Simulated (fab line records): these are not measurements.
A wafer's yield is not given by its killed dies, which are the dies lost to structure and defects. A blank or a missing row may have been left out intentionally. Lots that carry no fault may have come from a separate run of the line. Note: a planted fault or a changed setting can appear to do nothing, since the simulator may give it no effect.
What tool caused it? / flow nand harc / Sampling: 14 lots, 42 wafers, 4 of 1159 route steps

== WHAT THE GAUGES READ, wafer by wafer ==
The record lacks any reading of a measuring or inspecting step that a usual standard deviation could be used to judge.

== WHAT TOOL EACH LOT RAN ON (gives the tool, then ch and the chambers of the sampled wafers, and finally the start) ==
lot=L109; NHARC_A_STAIRCASE_CMP_450=cmp-01 ch 1,3, day 13 16:25; NHARC_A_SGD_CUT_DEP_00=pecvd-01 ch 1,2, day 13 18:40; NHARC_A_SGD_CUT_EXPOSE_06=arfi scanner-01 ch 0, day 13 19:11; NHARC_A_SGD_CUT_ETCH_16=rie diel-07 ch 1,3, no start
lot=L110; NHARC_A_STAIRCASE_CMP_450=cmp-04 ch 0,1,2, day 14 02:17; NHARC_A_SGD_CUT_DEP_00=pecvd-04 ch 0,1,2, day 14 04:14; NHARC_A_SGD_CUT_EXPOSE_06=arfi scanner-03 ch 0, day 14 04:38; NHARC_A_SGD_CUT_ETCH_16=rie diel-07 ch 0,3, no start
lot=L112; NHARC_A_STAIRCASE_CMP_450=cmp-01 ch 0,1,2, day 14 02:44; NHARC_A_SGD_CUT_DEP_00=pecvd-03 ch 0,2, day 14 04:38; NHARC_A_SGD_CUT_EXPOSE_06=arfi scanner-02 ch 0, day 14 05:11; NHARC_A_SGD_CUT_ETCH_16=rie diel-07 ch 0,1,2, no start
lot=L111; NHARC_A_STAIRCASE_CMP_450=cmp-04 ch 1,3, day 14 03:11; NHARC_A_SGD_CUT_DEP_00=pecvd-04 ch 1,2, day 14 05:04; NHARC_A_SGD_CUT_EXPOSE_06=arfi scanner-03 ch 0, day 14 05:38; NHARC_A_SGD_CUT_ETCH_16=rie diel-10 ch 0,2, no start
lot=L114; NHARC_A_STAIRCASE_CMP_450=cmp-04 ch 1,3, day 14 15:22; NHARC_A_SGD_CUT_DEP_00=pecvd-01 ch 0,1, day 14 17:26; NHARC_A_SGD_CUT_EXPOSE_06=arfi scanner-01 ch 0, day 14 17:59; NHARC_A_SGD_CUT_ETCH_16=rie diel-10 ch 2,3, no start
lot=L115; NHARC_A_STAIRCASE_CMP_450=cmp-01 ch 0,3, day 14 20:00; NHARC_A_SGD_CUT_DEP_00=pecvd-03 ch 0,1, day 14 22:22; NHARC_A_SGD_CUT_EXPOSE_06=arfi scanner-03 ch 0, day 14 22:58; NHARC_A_SGD_CUT_ETCH_16=rie diel-10 ch 0,3, no start
lot=L116; NHARC_A_STAIRCASE_CMP_450=cmp-04 ch 2,3, day 14 20:31; NHARC_A_SGD_CUT_DEP_00=pecvd-01 ch 0,1,2, day 14 22:54; NHARC_A_SGD_CUT_EXPOSE_06=arfi scanner-01 ch 0, day 14 23:25; NHARC_A_SGD_CUT_ETCH_16=rie diel-07 ch 1,2,3, no start
lot=L113; NHARC_A_STAIRCASE_CMP_450=cmp-02 ch 0,1,3, day 14 22:07; NHARC_A_SGD_CUT_DEP_00=pecvd-04 ch 0,2, day 15 00:16; NHARC_A_SGD_CUT_EXPOSE_06=arfi scanner-03 ch 0, day 15 00:49; NHARC_A_SGD_CUT_ETCH_16=rie diel-10 ch 1,2,3, no start
lot=L117; NHARC_A_STAIRCASE_CMP_450=cmp-01 ch 0,1,3, day 15 14:18; NHARC_A_SGD_CUT_DEP_00=pecvd-01 ch 0,1, day 15 17:34; NHARC_A_SGD_CUT_EXPOSE_06=arfi scanner-03 ch 0, day 15 17:59; NHARC_A_SGD_CUT_ETCH_16=rie diel-06 ch 0,2,3, no start
lot=L118; NHARC_A_STAIRCASE_CMP_450=cmp-01 ch 0,2, day 15 18:23; NHARC_A_SGD_CUT_DEP_00=pecvd-04 ch 0,1,2, day 15 20:41; NHARC_A_SGD_CUT_EXPOSE_06=arfi scanner-01 ch 0, day 15 21:16; NHARC_A_SGD_CUT_ETCH_16=rie diel-06 ch 0,1,2, no start
lot=L119; NHARC_A_STAIRCASE_CMP_450=cmp-02 ch 0,2, day 16 15:44; NHARC_A_SGD_CUT_DEP_00=pecvd-03 ch 1,2, day 16 17:35; NHARC_A_SGD_CUT_EXPOSE_06=arfi scanner-03 ch 0, day 16 18:09; NHARC_A_SGD_CUT_ETCH_16=rie diel-06 ch 0,2, no start
lot=L126; NHARC_A_STAIRCASE_CMP_450=cmp-01 ch 0,1,3, day 18 04:41; NHARC_A_SGD_CUT_DEP_00=pecvd-03 ch 0,2, day 18 06:38; NHARC_A_SGD_CUT_EXPOSE_06=arfi scanner-02, day 18 07:18; NHARC_A_SGD_CUT_ETCH_16=rie diel-06 ch 1,3, no start
lot=L127; NHARC_A_STAIRCASE_CMP_450=cmp-04 ch 1,2,3, day 18 04:58; NHARC_A_SGD_CUT_DEP_00=pecvd-01 ch 0,1,2, day 18 06:56; NHARC_A_SGD_CUT_EXPOSE_06=arfi scanner-01, day 18 07:29; NHARC_A_SGD_CUT_ETCH_16=rie diel-10 ch 0,1, no start
lot=L132; NHARC_A_STAIRCASE_CMP_450=cmp-01 ch 2,3, day 19 08:03; NHARC_A_SGD_CUT_DEP_00=pecvd-03 ch 0,1,2, day 19 10:05; NHARC_A_SGD_CUT_EXPOSE_06=arfi scanner-01 ch 0, day 19 10:38; NHARC_A_SGD_CUT_ETCH_16=rie diel-10 ch 2,3, no start
- NHARC_A_STAIRCASE_CMP_450: polishes SiO2, target thk 200 nm.
- NHARC_A_SGD_CUT_DEP_00: deposits SiNx, target thk 50 nm.
- NHARC_A_SGD_CUT_EXPOSE_06: exposes mask SGD.
- NHARC_A_SGD_CUT_ETCH_16: etches the open film in C4F8/O2/Ar, target depth 310.5 nm, time 155.2 s.

== WHAT THE TOOLS THEMSELVES READ (means of the sampled wafers that have a number; where no wafer has one, the mark that the record gives instead) ==
NHARC_A_STAIRCASE_CMP_450. Usual: 11.6 A for motor current A, sd 1.4.
lot=L109; tool=cmp-01; motor current A (A)=11.7; flag=
lot=L110; tool=cmp-04; motor current A (A)=10.7; flag=
lot=L112; tool=cmp-01; motor current A (A)=12.0; flag=
lot=L111; tool=cmp-04; motor current A (A)=9.8; flag=
lot=L114; tool=cmp-04; motor current A (A)=9.8; flag=
lot=L115; tool=cmp-01; motor current A (A)=12.4; flag=
lot=L116; tool=cmp-04; motor current A (A)=11.5; flag=
lot=L113; tool=cmp-02; motor current A (A)=11.5; flag=
lot=L117; tool=cmp-01; motor current A (A)=12.5; flag=
lot=L118; tool=cmp-01; motor current A (A)=11.8; flag=
lot=L119; tool=cmp-02; motor current A (A)=13.0; flag=
lot=L126; tool=cmp-01; motor current A (A)=12.6; flag=
lot=L127; tool=cmp-04; motor current A (A)=10.5; flag=
lot=L132; tool=cmp-01; motor current A (A)=11.0; flag=

NHARC_A_SGD_CUT_DEP_00. Usual: 691 W for heater power w, sd 96.
lot=L109; tool=pecvd-01; heater power w (W)=646; flag=
lot=L110; tool=pecvd-04; heater power w (W)=762; flag=
lot=L112; tool=pecvd-03; heater power w (W)=562; flag=
lot=L111; tool=pecvd-04; heater power w (W)=710; flag=
lot=L114; tool=pecvd-01; heater power w (W)=707; flag=
lot=L115; tool=pecvd-03; heater power w (W)=642; flag=
lot=L116; tool=pecvd-01; heater power w (W)=683; flag=
lot=L113; tool=pecvd-04; heater power w (W)=757; flag=
lot=L117; tool=pecvd-01; heater power w (W)=768; flag=
lot=L118; tool=pecvd-04; heater power w (W)=783; flag=
lot=L119; tool=pecvd-03; heater power w (W)=620; flag=
lot=L126; tool=pecvd-03; heater power w (W)=569; flag=
lot=L127; tool=pecvd-01; heater power w (W)=670; flag=
lot=L132; tool=pecvd-03; heater power w (W)=584; flag=

NHARC_A_SGD_CUT_EXPOSE_06. Usual: exposure dose mJ cm2 85.53, standard deviation 0.094; focus offset nm 0.0 nm, standard deviation 0.56.
lot=L109; tool=arfi scanner-01; exposure dose mJ cm2=85.55; focus offset nm (nm)=0.1; flag=
lot=L110; tool=arfi scanner-03; exposure dose mJ cm2=85.64; focus offset nm (nm)=-0.0; flag=
lot=L112; tool=arfi scanner-02; exposure dose mJ cm2=85.50; focus offset nm (nm)=-0.2; flag=
lot=L111; tool=arfi scanner-03; exposure dose mJ cm2=85.55; focus offset nm (nm)=-0.8; flag=
lot=L114; tool=arfi scanner-01; exposure dose mJ cm2=85.63; focus offset nm (nm)=0.9; flag=
lot=L115; tool=arfi scanner-03; exposure dose mJ cm2=85.56; focus offset nm (nm)=-0.1; flag=
lot=L116; tool=arfi scanner-01; exposure dose mJ cm2=85.60; focus offset nm (nm)=-0.1; flag=
lot=L113; tool=arfi scanner-03; exposure dose mJ cm2=85.42; focus offset nm (nm)=0.0; flag=
lot=L117; tool=arfi scanner-03; exposure dose mJ cm2=85.53; focus offset nm (nm)=0.9; flag=
lot=L118; tool=arfi scanner-01; exposure dose mJ cm2=85.53; focus offset nm (nm)=-0.4; flag=
lot=L119; tool=arfi scanner-03; exposure dose mJ cm2=85.57; focus offset nm (nm)=0.8; flag=
lot=L126; tool=arfi scanner-02; exposure dose mJ cm2=-; focus offset nm (nm)=-; flag=OFF
lot=L127; tool=arfi scanner-01; exposure dose mJ cm2=-; focus offset nm (nm)=-; flag=OFF
lot=L132; tool=arfi scanner-01; exposure dose mJ cm2=85.61; focus offset nm (nm)=-0.5; flag=

NHARC_A_SGD_CUT_ETCH_16. Usual: oes product au 0.972 a.u., standard deviation 0.015; rf vpp V 723 V, standard deviation 5.
lot=L109; tool=rie diel-07; oes product au (a.u.)=0.984; rf vpp V (V)=725; flag=
lot=L110; tool=rie diel-07; oes product au (a.u.)=0.982; rf vpp V (V)=726; flag=
lot=L112; tool=rie diel-07; oes product au (a.u.)=0.969; rf vpp V (V)=720; flag=
lot=L111; tool=rie diel-10; oes product au (a.u.)=0.974; rf vpp V (V)=729; flag=
lot=L114; tool=rie diel-10; oes product au (a.u.)=0.961; rf vpp V (V)=720; flag=
lot=L115; tool=rie diel-10; oes product au (a.u.)=0.969; rf vpp V (V)=721; flag=
lot=L116; tool=rie diel-07; oes product au (a.u.)=0.975; rf vpp V (V)=722; flag=
lot=L113; tool=rie diel-10; oes product au (a.u.)=0.974; rf vpp V (V)=721; flag=
lot=L117; tool=rie diel-06; oes product au (a.u.)=0.969; rf vpp V (V)=722; flag=
lot=L118; tool=rie diel-06; oes product au (a.u.)=0.979; rf vpp V (V)=727; flag=
lot=L119; tool=rie diel-06; oes product au (a.u.)=0.950; rf vpp V (V)=726; flag=
lot=L126; tool=rie diel-06; oes product au (a.u.)=0.970; rf vpp V (V)=725; flag=
lot=L127; tool=rie diel-10; oes product au (a.u.)=0.978; rf vpp V (V)=722; flag=
lot=L132; tool=rie diel-10; oes product au (a.u.)=0.970; rf vpp V (V)=721; flag=

== THE ANSWER, worked out from the rows above alone ==
Rule: take the mean of a lot's wafers that have a number; if it is more than 3 standard deviations from the usual mean, the lot is off. Also off: a lot with no number at a reading for which 4 or more lots have one. Where the step has rows for the other lots, those lots are counted as sound. Order of review: gauges by route order, followed by the tools' own readings, for which a lot's mean as printed above is used. The first step at which some lot is off is used, and at that step the reading that is off furthest; a lot without a number counts as furthest.
Off at NHARC_A_SGD_CUT_EXPOSE_06 (exposure dose mJ cm2): L126, L127. Without a number there: L126, L127.
A tool fits if, at that step or a process step before it, it ran every lot that is off, and no sound lot after the first of them. Not one of the candidates tried fits.

== WHAT HAD BEEN PUT IN BY THE SIMULATOR ==
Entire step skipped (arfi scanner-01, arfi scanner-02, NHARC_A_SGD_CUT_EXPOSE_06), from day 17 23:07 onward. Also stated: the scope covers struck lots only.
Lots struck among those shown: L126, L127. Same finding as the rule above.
